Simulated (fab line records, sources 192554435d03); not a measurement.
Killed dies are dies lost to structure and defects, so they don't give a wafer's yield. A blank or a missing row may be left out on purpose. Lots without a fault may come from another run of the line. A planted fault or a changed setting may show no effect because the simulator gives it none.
fab line records | flow n5_finfet
record lots=4 wafers=12 last_day=16
route steps=1938 shown HKMG_FIN@433 GATE_CUT@465 BEOL_M4@1111 PASSIVATION@1936
lots that met no fault: from a run of the same line without faults
start_h: hours from the record's first day to the start of the lot's first wafer shown | wait_h: hours since the lot's step before | " the same as in the row above | L1.1+2: a row that stands for several wafers | - no value, or no start given | * or withheld: withheld | < > ~ a bound
route shown NAME@n: a module of which the file shows steps, and the number in the route of the first | usual: mean/standard deviation of fault-free wafers | same: alike in all rows | chamber/n: place in a boat | sites: the reading at each site | _std_site: their standard deviation | _edge_site: outer sites' mean less inner sites' | radius_mm: how far each site lies from the wafer's centre | mask NAME#n: copy n | behind: the tool/chamber that last shaped the wafer | hold: why the lot was held/for how many hours/how that ended | device: the transistor (n, p or np) that didn't switch | end of line: the same wafers' tests at the end of the route | a step without rows: its recipe alone | killed: dies lost to structure and defects at the first sort, not the wafer's yield | map: a wafer's dies, x killed, . not, _ none there
set.NAME: the setting as run; set.NAME@STEP: as run at that earlier step | model.NAME: the simulator's own value behind a step, which no gauge read
lots at some steps of the route; a table a step, a row a wafer
services: from which hour (start_h, from the record's first day; less than 0 if before it) a tool's chamber was out of use, for how many hours, and why
## steps
# step N5_HKMG_FIN_DESCUM_17
# recipe chemistry=O2 time_s=7.9 source_power_w=50 bias_power_w=20 pressure_mtorr=20 rf_frequency_hz=2.712e+07 temp_c=40 resist=CAR-ArF o2_flow_sccm=225
# step N5_HKMG_FIN_ETCH_31
# recipe chemistry=CF4 target=SiARC target_depth_a=455 mask_material=CAR-ArF time_s=75.8 ion_energy_ev=80 pressure_mtorr=40 source_w=545 bias_w=36 Ar_flow_sccm=100 cf4_flow_sccm=100 ends=cleared
# step N5_HKMG_FIN_ETCH_32
# recipe chemistry=N2/H2 target=SOC target_depth_a=2400 temp_c=40 time_s=300 ion_energy_ev=200 mask_material=SiARC pressure_mtorr=30 source_w=840 bias_w=150 n2_flow_sccm=200 h2_flow_sccm=200
# step N5_HKMG_FIN_STRIP_33
# recipe chemistry=N2/H2 temp_c=40 n2_flow_sccm=200 h2_flow_sccm=200 rf_frequency_hz=6e+07
# step N5_HKMG_FIN_STRIP_34
# recipe chemistry=CF4 resist=SiARC power_w=300 bias_power_w=75 pressure_mtorr=50 cf4_flow_sccm=150 rf_frequency_hz=6e+07
# step N5_HKMG_FIN_ETCH_35
# recipe chemistry=N2/H2 target=SOC target_depth_a=2158 ion_energy_ev=65 bias_w=5 source_w=3000 time_s=243.4 pressure_mtorr=30 n2_flow_sccm=200 h2_flow_sccm=200
# step N5_HKMG_FIN_STRIP_92
# recipe chemistry=N2/H2 material=SOC time_s=20 power_w=500 temp_c=40 pressure_mtorr=50 rf_frequency_hz=6e+07 bias_power_w=8 h2_frac=0.5 n2_flow_sccm=300 h2_flow_sccm=300
# step N5_HKMG_FIN_WET_ETCH_18
# recipe chemistry=SC1 target=TiN mix=1:1:5 temp_c=* time_s=55 target_depth_nm=5.2 dry=ipa_marangoni rinse_time_s=30 rinse_temp_c=23
# step N5_HKMG_FIN_STRIP_19
# recipe chemistry=N2/H2 power_w=2500 temp_c=300 h2_frac=0.65 time_s=360 pressure_mtorr=withheld n2_flow_sccm=1750 h2_flow_sccm=3250
# step N5_HKMG_FIN_ALD_91
# recipe material=TiN target_thk_a=10 temp_c=400 ald_precursor_family=TiCl4 ald_co_reactant=NH3 pulse_time_s=1 purge_time_s=3 co_reactant_purge_time_s=2 co_reactant_pulse_time_s=2 ald_cycles=47 pressure_torr=3
# usual ald_cycles=47/0 chamber_pressure_Torr=3.001/0.0064 heater_power_outer_w=541/51 heater_power_w=893/84 precursor_pulse_height_rel=1.000/0.021
# columns lot.wafer tool chamber start_h wait_h ald_cycles chamber_pressure_Torr heater_power_outer_w heater_power_w precursor_pulse_height_rel since_wet_clean_h
L913.2 ald_metal-02 1 130.34 0.3 - - - - - -
L913.5 " 2 " " - - - - - -
L913.6 " 1 " " - - - - - -
L914.1 ald_metal-02 2 138.28 0.3 - - - - - -
L914.2 " 0 " " - - - - - -
L914.5 " 1 " " - - - - - -
L923.2 ald_metal-02 0 189.76 0.3 47 3.006 513 923 1.001 1391
L923.3 " 2 " " 47 2.999 594 924 1.001 1391
L923.4 " 3 " " 47 2.993 511 893 0.965 1391
L924.1 ald_metal-03 3 203.03 0.3 47 2.993 525 873 1.010 4481
L924.2 " 0 " " 47 3.007 499 851 1.022 4481
L924.5 " 2 " " 47 2.991 622 1061 1.008 -
# step N5_HKMG_FIN_COAT_85
# recipe resist=SOC temp_c=250 time_s=60 spin_rpm=1500 resist_thk_nm=300
# step N5_HKMG_FIN_ETCH_86
# recipe chemistry=N2/H2 target=SOC target_depth_a=3932 stop_on=TiN ion_energy_ev=100 bias_w=61 pressure_mtorr=30 source_w=850 n2_flow_sccm=200 h2_flow_sccm=200
# step N5_HKMG_FIN_STRIP_89
# recipe chemistry=N2/H2 material=SOC time_s=20 power_w=500 temp_c=40 pressure_mtorr=50 rf_frequency_hz=6e+07 bias_power_w=8 h2_frac=0.5 n2_flow_sccm=300 h2_flow_sccm=300
# step N5_HKMG_FIN_WET_ETCH_87
# recipe chemistry=SC1 target=TiN mix=1:2:40 temp_c=50 time_s=154.2 target_depth_nm=4.7 dry=ipa_marangoni rinse_time_s=30 rinse_temp_c=23
# step N5_HKMG_FIN_STRIP_88
# recipe chemistry=N2/H2 power_w=2500 temp_c=300 h2_frac=0.65 time_s=360 pressure_mtorr=withheld n2_flow_sccm=1750 h2_flow_sccm=3250
# step N5_HKMG_FIN_NWFM_ALD_20
# recipe material=TiAlC target_thk_a=20 temp_c=300 ald_precursor_family=TiCl4 ald_co_reactant=TEA pulse_time_s=3 purge_time_s=2 co_reactant_purge_time_s=2 co_reactant_pulse_time_s=10 ald_cycles=7 pressure_torr=3
# step N5_HKMG_FIN_ALD_71
# recipe material=TiN target_thk_a=10 temp_c=400 ald_precursor_family=TiCl4 ald_co_reactant=NH3 pulse_time_s=1 purge_time_s=3 co_reactant_purge_time_s=2 co_reactant_pulse_time_s=2 ald_cycles=47 pressure_torr=3
# step N5_HKMG_FIN_COAT_66
# recipe resist=SOC temp_c=250 time_s=60 spin_rpm=1500 resist_thk_nm=300
# step N5_HKMG_FIN_ETCH_67
# recipe chemistry=N2/H2 target=SOC target_depth_a=3889 stop_on=TiN ion_energy_ev=100 bias_w=61 pressure_mtorr=30 source_w=850 n2_flow_sccm=200 h2_flow_sccm=200
# step N5_HKMG_FIN_STRIP_90
# recipe chemistry=N2/H2 material=SOC time_s=20 power_w=500 temp_c=40 pressure_mtorr=50 rf_frequency_hz=6e+07 bias_power_w=8 h2_frac=0.5 n2_flow_sccm=300 h2_flow_sccm=300
# step N5_HKMG_FIN_WET_ETCH_73
# recipe chemistry=SC1 mix=1:2:40 temp_c=50 time_s=42.3 target_depth_nm=1.3 dry=ipa_marangoni rinse_time_s=30 rinse_temp_c=23
# step N5_HKMG_FIN_ETCHBACK_68
# recipe chemistry=Cl2/Ar stop_on=HfO2 target_depth_a=5 pressure_mtorr=10 icp_w=600 bias_w=60 Cl2_flow_sccm=40 Ar_flow_sccm=60
# step N5_HKMG_FIN_STRIP_69
# recipe chemistry=N2/H2 power_w=2500 temp_c=300 h2_frac=0.65 time_s=360 pressure_mtorr=withheld n2_flow_sccm=1750 h2_flow_sccm=3250
# step N5_HKMG_FIN_ALD_21
# recipe material=TiN target_thk_a=15 temp_c=400 ald_precursor_family=TiCl4 ald_co_reactant=NH3 pulse_time_s=1 purge_time_s=3 co_reactant_purge_time_s=2 co_reactant_pulse_time_s=2 ald_cycles=68 pressure_torr=3
# step N5_HKMG_FIN_ALD_72
# recipe material=W target_thk_a=20 temp_c=300 pressure_torr=7.5 ald_precursor_family=WF6 ald_co_reactant=B2H6 pulse_time_s=1 purge_time_s=2 co_reactant_purge_time_s=2 co_reactant_pulse_time_s=3 ald_cycles=7
# step N5_HKMG_FIN_W_FILL_22
# recipe material=W target_thk_a=600 temp_c=400 pressure_torr=39.4 time_s=18.2
# step N5_HKMG_FIN_PRECLEAN_83
# recipe chemistry=DIW time_s=57.5 temp_c=23
# step N5_HKMG_FIN_SRD_84
# recipe dry_time_s=32 dry=n2_spin spin_rpm=1500
# step N5_HKMG_FIN_CMP_23
# recipe stop_on=SiNx t_overpolish_s=10 post_cmp_clean=rinse_only down_force_psi=4 platen_rpm=50.289 pad_velocity_m_s=1.0006 target_thk_nm=46.326
# step N5_HKMG_FIN_CMP_94
# recipe stop_on=SiNx post_cmp_clean=w_dilute_nh4oh t_overpolish_s=4.7 down_force_psi=4 platen_rpm=50.289 pad_velocity_m_s=1.0006 target_thk_nm=43.299
# step N5_GATE_CUT_ETCHBACK_00
# recipe chemistry=SF6/Cl2 target=W pressure_mtorr=8 icp_w=900 bias_w=80 SF6_flow_sccm=40 Cl2_flow_sccm=60
# step N5_GATE_CUT_ETCH_56
# recipe chemistry=Cl2/Ar target=TiN target_depth_a=216 pressure_mtorr=10 icp_w=600 bias_w=60 Cl2_flow_sccm=40 Ar_flow_sccm=60
# step N5_GATE_CUT_ETCHBACK_30
# recipe chemistry=Cl2/Ar target=TiN target_depth_a=30 mode=isotropic pressure_mtorr=10 icp_w=600 bias_w=60 Cl2_flow_sccm=40 Ar_flow_sccm=60
# step N5_GATE_CUT_VAPOR_ETCH_60
# recipe chemistry=BCl3/Cl2 target=HfO2 mode=isotropic
# step N5_GATE_CUT_ETCH_58
# recipe chemistry=CH3F/O2 target=SiNx target_depth_a=170 time_s=128.6 ion_energy_ev=50 pressure_mtorr=30 source_w=415 bias_w=21 Ar_flow_sccm=150 CH3F_flow_sccm=30 O2_flow_sccm=20
# step N5_GATE_CUT_STRIP_59
# recipe chemistry=N2/H2 time_s=20 power_w=100 temp_c=40 pressure_mtorr=100 rf_frequency_hz=6e+07 bias_power_w=3 n2_flow_sccm=300 h2_flow_sccm=300
# step N5_GATE_CUT_PRECLEAN_31
# recipe temp_c=23 chemistry=DIW time_s=300
# step N5_BEOL_M4_RC_MEAS_101
# usual DIBL_N=35.8/1.5 DIBL_P=35.9/1.8 IGATE_N=0.0123/0.0018 IOFF_N=0.152/0.025 IOFF_N_85C=3.0/0.42 IOFF_N_LIN=0.071/0.0099 IOFF_N_LONG=5.52e-05/2.7e-06 IOFF_P=0.21/0.031 IOFF_P_85C=3.6/0.46 IOFF_P_LIN=0.099/0.012 IOFF_P_LONG=0.000106/9.7e-06 ION_N=672/11 ION_P=462/7.4 SS_N=71.5/0.52 SS_P=73.2/0.54 VT_N=250/3 VT_N_LONG=274.9/2.2 VT_N_LVT=99/3.1 VT_P=-250/3.3 VT_P_LONG=-275/3.3 VT_P_LVT=-99/3.1
# columns lot.wafer tool chamber start_h wait_h DIBL_N[mV/V] DIBL_P[mV/V] IGATE_N[nA/um] IOFF_N[nA/um] IOFF_N_85C[nA/um] IOFF_N_LIN[nA/um] IOFF_N_LONG[nA/um] IOFF_P[nA/um] IOFF_P_85C[nA/um] IOFF_P_LIN[nA/um] IOFF_P_LONG[nA/um] ION_N[uA/um] ION_P[uA/um] SS_N[mV/dec] SS_P[mV/dec] VT_N[mV] VT_N_LONG[mV] VT_N_LVT[mV] VT_P[mV] VT_P_LONG[mV] VT_P_LVT[mV]
L913.2 prober-01 0 231.14 0.2 35.7 35.4 0.0945 24.228 208.6 11.354 0.0084505 0.04 0.9 0.020 5.3e-05 939 388 71.2 73.8 105 129.4 -46 -297 -318 -145
L913.5 " 0 " " 36.2 36.6 0.1029 28.390 236.6 13.098 0.008432 0.05 1.0 0.022 4.8e-05 965 400 71.6 73.6 101 129.3 -49 -293 -319 -143
L913.6 " 0 " " 35.2 35.1 0.0781 22.043 193.6 10.403 0.0083074 0.04 0.9 0.020 5.4e-05 922 392 71.3 73.5 107 130.4 -44 -293 -318 -144
L914.1 prober-01 0 239.21 0.0 37.3 34.8 0.1045 22.708 202.5 10.599 0.0076152 0.04 0.9 0.020 4.7e-05 923 386 71.4 73.3 107 133.2 -44 -297 -319 -144
L914.2 " 0 " " 37.0 34.5 0.1077 21.538 192.2 10.192 0.0075189 0.04 0.9 0.019 5.2e-05 950 394 71.0 74.2 109 132.8 -43 -295 -318 -144
L914.5 " 0 " " 36.4 33.4 0.1203 20.328 182.9 9.844 0.0076748 0.04 0.9 0.018 4.7e-05 934 390 71.2 73.0 109 132.7 -43 -298 -319 -145
L923.2 prober-02 0 285.99 0.2 34.3 35.6 0.0127 0.129 2.6 0.063 5.45e-05 0.20 3.4 0.095 0.000111 669 464 71.0 73.1 256 276.2 101 -252 -273 -98
L923.3 " 0 " " 34.3 36.2 0.0152 0.141 2.9 0.068 5.48e-05 0.21 3.5 0.097 0.000109 676 466 70.4 73.1 252 275.2 99 -253 -272 -96
L923.4 " 0 " " 36.2 38.6 0.0147 0.161 3.1 0.076 5.34e-05 0.24 4.0 0.108 0.000111 677 468 71.2 73.8 250 273.7 98 -252 -272 -95
L924.1 prober-01 0 289.18 0.0 32.4 33.3 0.0132 0.116 2.5 0.059 5.55e-05 0.20 3.5 0.102 0.000119 660 468 71.5 72.3 253 275.7 102 -248 -271 -97
L924.2 " 0 " " 34.6 35.6 0.0120 0.152 3.0 0.073 5.74e-05 0.23 4.0 0.111 0.000124 689 477 71.6 72.6 250 273.2 99 -247 -270 -97
L924.5 " 0 " " 34.5 35.4 0.0143 0.141 2.9 0.067 5.63e-05 0.22 3.9 0.109 0.000113 656 459 71.5 73.0 252 274.8 100 -245 -271 -97
# step N5_PASSIVATION_PROBE_49
# usual defect_limited_yield=91.7/1.7 killed_at_M0_to_M3=34/10 killed_at_M4_up=13/5.1 killed_at_contacts=12/6.2 killed_at_front_end=36/12 killed_at_other=3.2/2.6 killed_dies=98/20 killed_open=65/13 killed_short=32/8.4 sort_bin_4_leakage=0/0 sort_bin_5_function=4.8/1.1 sort_bin_6_memory=3.2/0.74 sort_bin_8_speed=0.00/0.012 sort_n_pass=1082/20 sort_yield_pct=91.7/1.7
# same gross_dies=1180 killed_at_back_side=0
# columns lot.wafer tool chamber start_h wait_h defect_limited_yield[%] killed_at_M0_to_M3 killed_at_M4_up killed_at_contacts killed_at_front_end killed_at_other killed_dies killed_open killed_short sort_bin_4_leakage[%] sort_bin_5_function[%] sort_bin_6_memory[%] sort_bin_8_speed[%] sort_n_pass sort_yield_pct[%]
L913.2 prober-02 - 331.32 0.1 89.3 45 13 9 58 1 126 81 39 89.32 5.8 4.6 0 0 0
L913.5 prober-02 - 331.47 0.2 89.0 45 15 23 44 3 130 84 43 88.98 5.8 4.8 0 0 0
L913.6 prober-02 - 331.52 0.3 90.3 35 11 16 48 5 115 72 40 90.25 5.3 3.8 0.08 0 0
L914.1 prober-02 - 345.14 0.0 90.9 37 12 22 32 4 107 80 27 90.93 5.8 3.1 0 0 0
L914.2 prober-02 - 345.19 0.1 86.7 59 21 24 46 7 157 104 52 86.69 7.7 5.3 0 0 0
L914.5 prober-02 - 345.34 0.2 91.8 36 15 20 18 8 97 69 28 91.78 4.8 3.0 0 0 0
L923.2 prober-02 - 381.95 0.1 90.1 52 14 14 35 2 117 80 36 0 5.8 4.0 0 1063 90.1
L923.3 prober-02 - 382.00 0.1 92.7 40 13 7 23 3 86 57 29 0 3.4 3.2 0 1094 92.7
L923.4 prober-02 - 382.05 0.2 93.1 23 18 10 30 1 82 55 25 0 4.2 2.6 0 1098 93.1
L924.1 prober-02 - 391.97 0.0 91.0 63 14 4 22 3 106 75 29 0 6.0 2.9 0 1074 91.0
L924.2 prober-02 - 392.02 0.1 93.2 37 13 4 23 3 80 53 25 0 3.8 2.7 0 1100 93.2
L924.5 prober-02 - 392.17 0.2 92.3 39 23 8 13 8 91 59 31 0 4.0 3.4 0 1089 92.3
# killed by level:class
L913.2 BEOL_M1:geometric_particle:open=14 FIN_SAQP:geometric_particle:open=12 STI_FIN_REVEAL:geometric_particle:open=12 FIN_SAQP:geometric_particle:short=11 BEOL_M0_SAQP:geometric_particle:open=11 MOL_CONTACT_COAG:geometric_particle:open=9 BEOL_M0_SAQP:geometric_particle:short=8 DUMMY_GATE:geometric_particle:open=7
L913.5 BEOL_M0_SAQP:geometric_particle:open=18 MOL_CONTACT_COAG:geometric_particle:open=17 DUMMY_GATE:geometric_particle:open=14 BEOL_M0_SAQP:geometric_particle:short=11 BEOL_M1:geometric_particle:open=7 FIN_SAQP:geometric_particle:open=6 DUMMY_GATE:geometric_particle:short=6 MOL_CONTACT_COAG:geometric_particle:short=6
L913.6 FIN_SAQP:geometric_particle:open=11 STI_FIN_REVEAL:geometric_particle:open=11 MOL_CONTACT_COAG:geometric_particle:open=10 BEOL_M0_SAQP:geometric_particle:short=9 DUMMY_GATE:geometric_particle:open=8 BEOL_M1:geometric_particle:open=8 MOL_CONTACT_COAG:geometric_particle:short=6 FIN_SAQP:geometric_particle:short=6
L914.1 MOL_CONTACT_COAG:geometric_particle:open=18 BEOL_M0_SAQP:geometric_particle:open=9 BEOL_M1:geometric_particle:open=9 BEOL_M0_SAQP:geometric_particle:short=8 FIN_SAQP:geometric_particle:open=7 STARTING-WAFER:geometric_particle:open=7 BEOL_M4:geometric_particle:open=7 STI_FIN_REVEAL:geometric_particle:open=4
L914.2 MOL_CONTACT_COAG:geometric_particle:open=18 FIN_SAQP:geometric_particle:short=14 FIN_SAQP:geometric_particle:open=14 BEOL_M1:geometric_particle:open=13 BEOL_M2:geometric_particle:open=13 BEOL_M4:geometric_particle:open=11 BEOL_M0_SAQP:geometric_particle:short=9 BEOL_M0_SAQP:geometric_particle:open=9
L914.5 MOL_CONTACT_COAG:geometric_particle:open=16 BEOL_M0_SAQP:geometric_particle:open=7 BEOL_M1:geometric_particle:open=7 BEOL_M2:geometric_particle:open=6 BEOL_M4:geometric_particle:open=6 FIN_SAQP:geometric_particle:short=5 FIN_SAQP:geometric_particle:open=5 DUMMY_GATE:geometric_particle:open=5
L923.2 BEOL_M0_SAQP:geometric_particle:open=19 BEOL_M0_SAQP:geometric_particle:short=12 MOL_CONTACT_COAG:geometric_particle:open=11 BEOL_M2:geometric_particle:open=11 FIN_SAQP:geometric_particle:open=7 STI_FIN_REVEAL:geometric_particle:open=6 FIN_SAQP:geometric_particle:short=5 BEOL_M1:geometric_particle:open=5
L923.3 BEOL_M2:geometric_particle:open=12 BEOL_M0_SAQP:geometric_particle:short=9 MOL_CONTACT_COAG:geometric_particle:open=7 BEOL_M0_SAQP:geometric_particle:open=6 BEOL_M4:geometric_particle:short=6 BEOL_M1:geometric_particle:open=5 STI_FIN_REVEAL:geometric_particle:open=4 GATE_CUT:geometric_particle:short=4
L923.4 MOL_CONTACT_COAG:geometric_particle:open=8 FIN_SAQP:geometric_particle:short=6 BEOL_M0_SAQP:geometric_particle:short=6 DUMMY_GATE:geometric_particle:open=5 STI_FIN_REVEAL:geometric_particle:open=5 BEOL_M2:geometric_particle:open=5 BEOL_M4:geometric_particle:open=5 FIN_SAQP:geometric_particle:open=4
L924.1 BEOL_M2:geometric_particle:open=16 BEOL_M0_SAQP:geometric_particle:open=14 BEOL_M0_SAQP:geometric_particle:short=10 BEOL_M1:geometric_particle:open=10 BEOL_M3:geometric_particle:open=6 MOL_CONTACT_COAG:geometric_particle:open=4 BEOL_M2:geometric_particle:short=4 BEOL_M4:geometric_particle:open=4
L924.2 BEOL_M1:geometric_particle:open=9 BEOL_M0_SAQP:geometric_particle:short=8 GATE_CUT:geometric_particle:open=6 BEOL_M0_SAQP:geometric_particle:open=6 BEOL_M3:geometric_particle:open=6 BEOL_M7:geometric_particle:open=4 MOL_CONTACT_COAG:geometric_particle:open=3 STARTING-WAFER:geometric_particle:open=3
L924.5 BEOL_M0_SAQP:geometric_particle:short=14 BEOL_M4:geometric_particle:open=13 MOL_CONTACT_COAG:geometric_particle:open=7 BEOL_M0_SAQP:geometric_particle:open=7 FIN_SAQP:geometric_particle:open=4 BEOL_M2:geometric_particle:open=4 BEOL_M3:geometric_particle:open=4 PASS1_CAP:geometric_particle:open=4
# map L913.5 (x killed, . not)
_________________....x.......________________
______________.................x_____________
___________...........x.......x....__________
__________xx.....x...............x.._________
________.......xx.x.....x..........xx._______
_______.xx............xx.......x.......______
______..x....x....x............x........_____
_____......x............x.........x.x....____
____.....x.....x........x............x.x..___
___.........xx......x.......x....x....x...x__
___x.............x...................x.....__
__...........x...........x......x........x.._
__...x...x.....x....xx....xx.x........x....._
_.x...........x.........x.....x..............
_.x..x.........x...xx...x...........x.......x
_.......x.................x...........x.xx...
_........x...x..................x.....x......
_...x...xxx.....x.....x......................
_.......x.........................x..........
_..x...............x.........................
_....x....x................................x.
__....x...x........................x.x......_
__x........x.........x....x........x........_
___.......................x.......x.....xx.__
___.............x............x...........x.__
____x...................x...x....x...x..x.___
_____...................................x____
______...........x...xx............x...._____
_______.......x.x.xx...........x..xx...______
________..........x..................._______
__________.........................._________
___________.......x..........x.....__________
______________...x...........x.._____________
_________________.........xx.________________
# map L914.2 (x killed, . not)
_________________.....x......________________
______________x................._____________
___________.x.x....................__________
__________..................x...x..._________
________x......x.............x........_______
_______.x.x...............x....x.......______
______.x................................_____
_____.x.......xx.x......x.....x.....xx...____
____x..x.x.x.x........x..x...xx.x......x..___
___x....x...xx.......x.........xxx....x....__
___x.................x......x...........x..__
__.........................................._
__......x.....x...x........................x_
_x.....x...x.x.........x...........xxx.......
_.....x...x..........x..........x.x.x........
_.x....................x...x..x.......x.....x
_.x..x.x......x...x..............x...........
_.x.x..x...............x......x.......x......
_...xx....x....x.....x..x.......x.......x....
_x.....x..............x...x....x.......x..x..
_....x................x.....xx.........x.....
__x..........x...x........................x._
__....x.....x........x....x.....x........x.._
___......................x.x..x............__
___.....x....x..........................x..__
____x..x............x..x.......x..........___
_____........x.x..x..x..x.x...........x.x____
______..................x.............x._____
_______x.....x.x..x...............x....______
________.x................x...x.xxx.x._______
__________.x...........x.....x.x...._________
___________......x........x........__________
______________x.x.......x...x..._____________
_________________.x.........x________________
## services
# columns tool chamber start_h hours kind
ald_metal-03 - 190.28 8.7 pm
## key
first_sign step=N5_HKMG_FIN_ALD_91 reading=tool_record direction=missing
effect step=N5_BEOL_M4_RC_MEAS_101 reading=IOFF_N_LONG direction=up sigmas=99+ usual=5.52e-05 struck=0.0079998
effect step=N5_BEOL_M4_RC_MEAS_101 reading=IOFF_N_LIN direction=up sigmas=99+ usual=0.071 struck=10.915
effect step=N5_BEOL_M4_RC_MEAS_101 reading=IOFF_N direction=up sigmas=99+ usual=0.152 struck=23.206
effect step=N5_BEOL_M4_RC_MEAS_101 reading=IOFF_N_85C direction=up sigmas=99+ usual=3.0 struck=202.7
effect step=N5_BEOL_M4_RC_MEAS_101 reading=VT_N_LONG direction=down sigmas=64 usual=274.9 struck=131.3
effect step=N5_BEOL_M4_RC_MEAS_101 reading=IGATE_N direction=up sigmas=49 usual=0.0123 struck=0.1013
effect step=N5_BEOL_M4_RC_MEAS_101 reading=VT_N direction=down sigmas=48 usual=250 struck=106
effect step=N5_BEOL_M4_RC_MEAS_101 reading=VT_N_LVT direction=down sigmas=46 usual=99 struck=-45
effect step=N5_BEOL_M4_RC_MEAS_101 reading=ION_N direction=up sigmas=24 usual=672 struck=939
effect step=N5_BEOL_M4_RC_MEAS_101 reading=VT_P_LVT direction=down sigmas=14 usual=-99 struck=-144
effect step=N5_BEOL_M4_RC_MEAS_101 reading=VT_P direction=down sigmas=14 usual=-250 struck=-296
effect step=N5_BEOL_M4_RC_MEAS_101 reading=VT_P_LONG direction=down sigmas=13 usual=-275 struck=-319
effect step=N5_PASSIVATION_PROBE_49 reading=sort_bin_4_leakage direction=up sigmas=99+ usual=0 struck=89.66
met_at N5_HKMG_FIN_ALD_91
struck_wafers L913.2,L913.5,L913.6,L914.1,L914.2,L914.5
fault kind=skipped_step_whole tool=ald_metal-02 chamber=- onset_h=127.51 steps=N5_HKMG_FIN_ALD_91 scope=struck_lots_only
